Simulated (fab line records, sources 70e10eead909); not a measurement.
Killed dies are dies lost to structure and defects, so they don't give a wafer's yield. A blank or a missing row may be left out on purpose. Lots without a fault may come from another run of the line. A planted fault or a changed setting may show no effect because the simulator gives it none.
Which tool did it? | flow nand_harc | 24 lots, 72 wafers sampled, at 4 steps of a route of 1302

WHAT THE GAUGES READ, wafer by wafer
NHARC_P_M0_THK_MEAS_24: measures by xrf. Usual: thk_nm 117.5 nm, standard deviation 1.7.
lot  | measured     | on            | thk_nm (nm)       | flag
L074 | day 6 00:32  | film_metro-01 | 116.0 113.9 117.3 |
L075 | day 6 12:32  | film_metro-02 | 117.2 116.8 118.2 |
L076 | day 7 10:04  | film_metro-01 | 116.5 115.8 117.0 |
L077 | day 7 15:13  | film_metro-02 | 116.3 115.3 117.6 |
L078 | day 7 18:56  | film_metro-02 | 114.6 114.6 116.5 |
L079 | day 8 10:32  | film_metro-02 | 120.6 118.9 119.2 |
L080 | day 8 21:05  | film_metro-02 | 118.3 119.6 117.9 |
L081 | day 8 23:19  | film_metro-02 | 117.6 117.9 116.7 |
L083 | day 9 17:28  | film_metro-01 | 118.3 117.0 115.2 |
L082 | day 9 18:22  | film_metro-02 | 119.1 118.3 121.8 |
L084 | day 10 06:16 | film_metro-02 | 118.8 119.5 118.6 |
L085 | day 10 22:59 | film_metro-02 | 118.1 117.1 118.8 |
L086 | day 11 03:32 | film_metro-02 | 118.4 116.8 119.1 |
L088 | day 12 05:23 | film_metro-02 | 115.8 115.5 118.2 |
L087 | day 12 05:59 | film_metro-02 | 118.2 116.3 118.3 |
L089 | day 12 12:32 | film_metro-02 | 118.4 116.7 116.6 |
L090 | day 12 20:11 | film_metro-01 | 119.2 116.7 118.6 |
L091 | day 13 07:27 | film_metro-02 | 120.7 119.2 115.4 |
L092 | day 13 11:57 | film_metro-02 | 115.3 115.2 116.4 |
L093 | day 14 07:48 | film_metro-02 | 117.1 120.6 119.6 |
L094 | day 14 14:20 | film_metro-02 | 115.8 115.0 119.3 |
L095 | day 15 05:25 | film_metro-02 | 116.5 117.2 117.0 |
L096 | day 15 07:59 | film_metro-02 | 116.4 115.6 116.4 |
L097 | day 15 16:31 | film_metro-01 | 118.8 118.3 117.2 |

NHARC_P_M2_CD_MEAS_09: target cd 170 nm. Usual: cd_nm 169.7 nm, standard deviation 0.5.
lot  | measured     | on        | cd_nm (nm)        | flag
L074 | day 6 06:07  | cd_sem-03 | 170.2 169.9 170.2 |
L075 | day 6 18:08  | cd_sem-02 | 169.7 169.5 169.0 |
L076 | day 7 15:33  | cd_sem-02 | 168.8 169.8 169.6 |
L077 | day 7 20:54  | cd_sem-03 | 169.3 170.2 169.6 |
L078 | day 8 00:39  | cd_sem-01 | 169.2 169.7 169.0 |
L079 | day 8 16:13  | cd_sem-01 | 169.1 169.8 170.1 |
L080 | day 9 02:40  | cd_sem-03 | 169.7 168.8 169.1 |
L081 | day 9 05:07  | cd_sem-02 | 169.5 168.9 169.3 |
L083 | day 9 23:16  | cd_sem-01 | 169.7 168.9 169.2 |
L082 | day 10 00:16 | cd_sem-02 | 170.1 170.3 170.5 |
L084 | day 10 12:01 | cd_sem-03 | 169.5 169.3 169.2 |
L085 | day 11 04:38 | cd_sem-01 | 170.1 169.2 169.5 |
L086 | day 11 09:17 | cd_sem-03 | 169.4 169.6 169.4 |
L088 | day 12 11:06 | cd_sem-02 | 170.4 169.3 169.1 |
L087 | day 12 11:41 | cd_sem-02 | 169.3 169.7 169.1 |
L089 | day 12 18:19 | cd_sem-03 | 169.7 169.7 168.9 |
L090 | day 13 02:16 | cd_sem-03 | 169.2 169.6 170.3 |
L091 | day 13 13:13 | cd_sem-02 | 169.3 169.6 169.3 |
L092 | day 13 17:38 | cd_sem-02 | 169.4 170.1 169.4 |
L093 | day 14 13:41 | cd_sem-01 | 170.3 170.2 169.7 |
L094 | day 14 20:19 | cd_sem-03 | 169.9 170.4 170.2 |
L095 | day 15 11:17 | cd_sem-02 | 170.2 170.5 169.5 |
L096 | day 15 14:19 | cd_sem-03 | 169.6 169.7 170.6 |
L097 | day 15 22:14 | cd_sem-02 | 170.1 169.8 170.4 |

WHICH TOOL RAN EACH LOT (tool, then ch and the chambers of the sampled wafers, then the start)
lot  | NHARC_P_M1_ETCH_35                 | NHARC_P_M1_PVD_21
L074 | rie_diel-11 ch 1,2,3, day 6 02:22  | pvd_sputter-02, day 6 06:07 or earlier
L075 | rie_diel-11 ch 0,2,3, day 6 14:14  | pvd_sputter-02, day 6 18:08 or earlier
L076 | rie_diel-11 ch 1,2,3, day 7 11:47  | pvd_sputter-01, day 7 15:33 or earlier
L077 | rie_diel-01 ch 0,1,2, day 7 17:01  | pvd_sputter-03, day 7 20:54 or earlier
L078 | rie_diel-01 ch 0,1,3, day 7 20:38  | pvd_sputter-03, day 8 00:39 or earlier
L079 | rie_diel-11 ch 1,2,3, day 8 12:22  | pvd_sputter-01, day 8 16:13 or earlier
L080 | rie_diel-11 ch 2,3, day 8 22:55    | pvd_sputter-01, day 9 02:40 or earlier
L081 | rie_diel-05 ch 0,1, day 9 01:12    | pvd_sputter-01, day 9 05:07 or earlier
L083 | rie_diel-11 ch 2,3, day 9 19:17    | pvd_sputter-03, day 9 23:16 or earlier
L082 | rie_diel-11 ch 1,3, day 9 20:11    | pvd_sputter-01, day 10 00:16 or earlier
L084 | rie_diel-01 ch 0,2,3, day 10 08:08 | pvd_sputter-02, day 10 12:01 or earlier
L085 | rie_diel-05 ch 2,3, day 11 00:52   | pvd_sputter-02, day 11 04:38 or earlier
L086 | rie_diel-01 ch 0,1,2, day 11 05:13 | pvd_sputter-02, day 11 09:17 or earlier
L088 | rie_diel-11 ch 0,1,3, day 12 07:13 | pvd_sputter-02, day 12 11:06 or earlier
L087 | rie_diel-11 ch 0,2,3, day 12 07:48 | pvd_sputter-03, day 12 11:41 or earlier
L089 | rie_diel-11 ch 0,2,3, day 12 14:20 | pvd_sputter-03, day 12 18:19 or earlier
L090 | rie_diel-01 ch 0,2, day 12 22:21   | pvd_sputter-03, day 13 02:16 or earlier
L091 | rie_diel-01 ch 0,1,3, day 13 09:17 | pvd_sputter-02, day 13 13:13 or earlier
L092 | rie_diel-01 ch 0,1,2, day 13 13:45 | pvd_sputter-01, day 13 17:38 or earlier
L093 | rie_diel-01 ch 0,1, day 14 09:36   | pvd_sputter-02, day 14 13:41 or earlier
L094 | rie_diel-01 ch 0,3, day 14 16:10   | pvd_sputter-01, day 14 20:19 or earlier
L095 | rie_diel-11 ch 0,2,3, day 15 07:23 | pvd_sputter-01, day 15 11:17 or earlier
L096 | rie_diel-01 ch 1,2, day 15 09:49   | pvd_sputter-02, day 15 14:19 or earlier
L097 | rie_diel-01 ch 1,3, day 15 18:21   | pvd_sputter-01, day 15 22:14 or earlier
- NHARC_P_M1_ETCH_35: etches the open film in N2/H2, target depth 40 nm, overetch 12 nm, time 43.94 s.
- NHARC_P_M1_PVD_21: deposits Cu, target thk 30 nm, time 20.49 s.

WHAT THE TOOLS THEMSELVES READ (means of the sampled wafers that have a number; where no wafer has one, the mark that the record gives instead)
NHARC_P_M1_ETCH_35. Usual: chamber_pressure_mTorr 30.003 mTorr, standard deviation 0.026; drypump_motor_current_A 5.60 A, standard deviation 0.3; oes_product_au 0.999 a.u., standard deviation 0.01; rf_fwd_power_W 396.0 W, standard deviation 1.6; rf_vpp_V 430.6 V, standard deviation 1.9; showerhead_plenum_p_Torr 2.05 Torr, standard deviation 0.067; throttle_valve_pct 14.171 %, standard deviation 0.0093.
lot  | tool        | chamber_pressure_mTorr (mTorr) | drypump_motor_current_A (A) | oes_product_au (a.u.) | rf_fwd_power_W (W) | rf_vpp_V (V) | showerhead_plenum_p_Torr (Torr) | throttle_valve_pct (%) | flag
L074 | rie_diel-11 | 30.031                         | 5.49                        | 0.994                 | 397.4              | 431.7        | 2.08                            | 14.165                 |
L075 | rie_diel-11 | 30.015                         | 5.44                        | 1.003                 | 396.5              | 430.3        | 2.03                            | 14.169                 |
L076 | rie_diel-11 | 30.000                         | 5.46                        | 1.003                 | 396.5              | 431.2        | 2.08                            | 14.164                 |
L077 | rie_diel-01 | 30.029                         | 5.50                        | 1.009                 | 394.9              | 432.2        | 2.08                            | 14.167                 |
L078 | rie_diel-01 | 30.010                         | 5.64                        | 0.991                 | 396.1              | 430.6        | 2.05                            | 14.171                 |
L079 | rie_diel-11 | 30.022                         | 5.49                        | 1.002                 | 397.3              | 431.5        | 2.08                            | 14.184                 |
L080 | rie_diel-11 | 30.008                         | 5.24                        | 1.013                 | 395.5              | 431.3        | 2.07                            | 14.169                 |
L081 | rie_diel-05 | 29.999                         | 6.01                        | 0.992                 | 396.1              | 429.8        | 2.01                            | 14.174                 |
L083 | rie_diel-11 | 30.016                         | 5.28                        | 1.008                 | 396.8              | 430.9        | 2.07                            | 14.160                 |
L082 | rie_diel-11 | 29.993                         | 5.57                        | 0.997                 | 393.9              | 430.6        | 2.07                            | 14.176                 |
L084 | rie_diel-01 | 30.030                         | 5.72                        | 1.008                 | 396.2              | 431.1        | 2.07                            | 14.173                 |
L085 | rie_diel-05 | 29.984                         | 6.22                        | 0.984                 | 397.2              | 427.0        | 1.94                            | 14.170                 |
L086 | rie_diel-01 | 30.016                         | 5.50                        | 1.001                 | 394.7              | 431.1        | 2.08                            | 14.172                 |
L088 | rie_diel-11 | 29.995                         | 5.65                        | 0.999                 | 396.4              | 430.9        | 2.05                            | 14.175                 |
L087 | rie_diel-11 | 30.019                         | 5.44                        | 0.997                 | 396.9              | 429.8        | 2.03                            | 14.169                 |
L089 | rie_diel-11 | 30.002                         | 5.43                        | 0.998                 | 395.4              | 430.1        | 2.03                            | 14.177                 |
L090 | rie_diel-01 | 29.985                         | 5.71                        | 1.004                 | 394.6              | 432.8        | 2.13                            | 14.174                 |
L091 | rie_diel-01 | 29.995                         | 5.64                        | 0.997                 | 396.0              | 430.7        | 2.05                            | 14.171                 |
L092 | rie_diel-01 | 30.015                         | 5.51                        | 0.992                 | 395.7              | 431.8        | 2.08                            | 14.176                 |
L093 | rie_diel-01 | 30.009                         | 5.43                        | 0.988                 | 396.5              | 431.1        | 2.06                            | 14.179                 |
L094 | rie_diel-01 | 30.021                         | 5.85                        | 1.008                 | 394.6              | 430.4        | 2.04                            | 14.169                 |
L095 | rie_diel-11 | 29.993                         | 5.43                        | 0.988                 | 397.3              | 430.5        | 2.02                            | 14.177                 |
L096 | rie_diel-01 | 29.997                         | 5.31                        | 0.998                 | 395.6              | 430.4        | 2.02                            | 14.161                 |
L097 | rie_diel-01 | 30.004                         | 5.66                        | 0.987                 | 397.0              | 428.0        | 1.97                            | 14.181                 |

NHARC_P_M1_PVD_21. Usual: throttle_valve_pct 30.6 %, standard deviation 0.93.
lot  | tool           | throttle_valve_pct (%) | flag
L074 | pvd_sputter-02 | 31.4                   |
L075 | pvd_sputter-02 | 31.4                   |
L076 | pvd_sputter-01 | 30.3                   |
L077 | pvd_sputter-03 | 29.6                   |
L078 | pvd_sputter-03 | 30.6                   |
L079 | pvd_sputter-01 | 30.2                   |
L080 | pvd_sputter-01 | 31.4                   |
L081 | pvd_sputter-01 | 30.2                   |
L083 | pvd_sputter-03 | 29.9                   |
L082 | pvd_sputter-01 | 30.1                   |
L084 | pvd_sputter-02 | 31.0                   |
L085 | pvd_sputter-02 | 31.2                   |
L086 | pvd_sputter-02 | 31.4                   |
L088 | pvd_sputter-02 | 31.3                   |
L087 | pvd_sputter-03 | 29.8                   |
L089 | pvd_sputter-03 | 30.1                   |
L090 | pvd_sputter-03 | 30.1                   |
L091 | pvd_sputter-02 | 31.4                   |
L092 | pvd_sputter-01 | 29.9                   |
L093 | pvd_sputter-02 | 30.7                   |
L094 | pvd_sputter-01 | 30.0                   |
L095 | pvd_sputter-01 | 30.0                   |
L096 | pvd_sputter-02 | 31.0                   |
L097 | pvd_sputter-01 | 29.9                   |

THE ANSWER, worked out from the rows above alone
Rule: a lot is off if the mean of its wafers that have a number lies more than 3 standard deviations from the usual mean. A lot without any number at a reading at which 4 lots or more have one is off too. The other lots that the step has rows for count as sound. The gauges are gone through in route order, then the tools' own readings, and for those a lot's mean is taken as printed above. The first step at which some lot is off is used, and at that step the reading that is off furthest; a lot without a number counts as furthest.
No lot is off at any reading shown: from this, nothing can be told.

WHAT THE SIMULATOR HAD PUT IN
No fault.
